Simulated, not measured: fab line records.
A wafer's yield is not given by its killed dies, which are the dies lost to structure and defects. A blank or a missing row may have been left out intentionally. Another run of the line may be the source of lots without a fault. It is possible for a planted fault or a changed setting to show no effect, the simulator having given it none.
Split-lot experiment | flow n5_finfet | on a route of 1938 steps: 7 lots, 21 wafers read

## ON THE SPLIT
At N5_BEOL_M8_DEP_56 (deposits SiCN from 3MS/NH3, target thk 10 nm, time 17.5 s), the setting time_s was moved away from the recipe's 17.5 s on 6 of the 21 wafers read, by -10.3% to +13.8%. All remaining wafers had this setting at the recipe value.

The reading is taken at the split's own step.

## THE READING
SiCN_of_BEOL_M8_DEP_56.thk_nm (the simulator's own value, which no gauge read), in nm, at N5_BEOL_M8_DEP_56 (deposits SiCN from 3MS/NH3, target thk 10 nm, time 17.5 s). No usual value for it is given in the file. Across the 15 wafers here that went through the recipe, the average is 9.9 nm and the standard deviation 0.15 nm.

wafer  | tool, chamber at the split | time_s as run, s | against the recipe | SiCN_of_BEOL_M8_DEP_56.thk_nm, nm | against lot-mates on the recipe
L074.2 | pecvd-04, 1,2              | 16.2             | -7.4%              | 9                                 | no lot-mate on the recipe
L074.6 | pecvd-04, 1,2              | 16.2             | -7.4%              | 9                                 | no lot-mate on the recipe
L074.4 | pecvd-04, 1                | 16.2             | -7.4%              | 9.2                               | no lot-mate on the recipe
L075.1 | pecvd-04, 0                | 15.69            | -10.3%             | 9                                 | -1.2
L075.4 | pecvd-04, 0                | 17.5             | recipe             | 10.2                              | -
L075.5 | pecvd-04, 0                | 17.5             | recipe             | 10.2                              | -
L078.1 | pecvd-04, 2,1              | 17.5             | recipe             | 10                                | -
L078.6 | pecvd-04, 2,1              | 17.5             | recipe             | 10                                | -
L078.3 | pecvd-04, 0                | 17.5             | recipe             | 9.8                               | -
L090.4 | pecvd-03, 1                | 19.91            | +13.8%             | 11.2                              | +1.6
L090.5 | pecvd-03, 2                | 19.91            | +13.8%             | 11                                | +1.4
L090.6 | pecvd-03, 0                | 17.5             | recipe             | 9.6                               | -
L089.1 | pecvd-01, 0,1              | 17.5             | recipe             | 10                                | -
L089.4 | pecvd-01, 0,1              | 17.5             | recipe             | 10                                | -
L089.3 | pecvd-01, 1                | 17.5             | recipe             | 9.8                               | -
L091.2 | pecvd-01, 2,1              | 17.5             | recipe             | 9.8                               | -
L091.3 | pecvd-01, 2,1              | 17.5             | recipe             | 9.8                               | -
L091.4 | pecvd-01, 0                | 17.5             | recipe             | 10                                | -
L096.1 | pecvd-03, 0,2,0            | 17.5             | recipe             | 10                                | -
L096.3 | pecvd-03, 0,2,0            | 17.5             | recipe             | 10                                | -
L096.5 | pecvd-03, 0,2,0            | 17.5             | recipe             | 10                                | -
Rows listing several chambers each stand for several wafers; the file does not say which wafer went through which chamber.

THE FIT
A straight line over all 21 wafers: SiCN_of_BEOL_M8_DEP_56.thk_nm changes by +0.0935 nm for each +1% of time_s; r = +0.96; the points scatter about the line by 0.16 nm.
The same after taking each lot's own level away (the mean of its wafers on the recipe; 18 wafers): +0.111 nm for each +1%; r = +0.99; scatter 0.08 nm.
According to that fit, moving time_s by its largest amount changes the reading by 1.5 nm.
The lots' own levels span 9.60 to 10.20 nm, that is 3.9 times the standard deviation above.
Hence the slope depends on the lot-to-lot level, as the two fits are not the same.
Check: with one of the wafers moved furthest among these (+13.8%) left out of the fit, the line predicts +1.46 nm for it against its lot-mates. Against them it came out at +1.6 nm.

## OTHER SPLITS APPLIED TO THESE WAFERS
Note: prior to the reading, these wafers also went through further splits. Each is held against what the fit with the lots' levels taken away leaves over:
other split on the same wafers | wafers away from the commonest value | r with SiCN_of_BEOL_M8_DEP_56.thk_nm (lot level and that fit taken away)
N5_BEOL_M7_DESCUM_33 time_s    | 7                                    | +0.26

## THE FILE'S OWN FIT
SiCN_of_BEOL_M8_DEP_56.thk_nm changes by +0.111 nm for each +1% of time_s, r = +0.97.
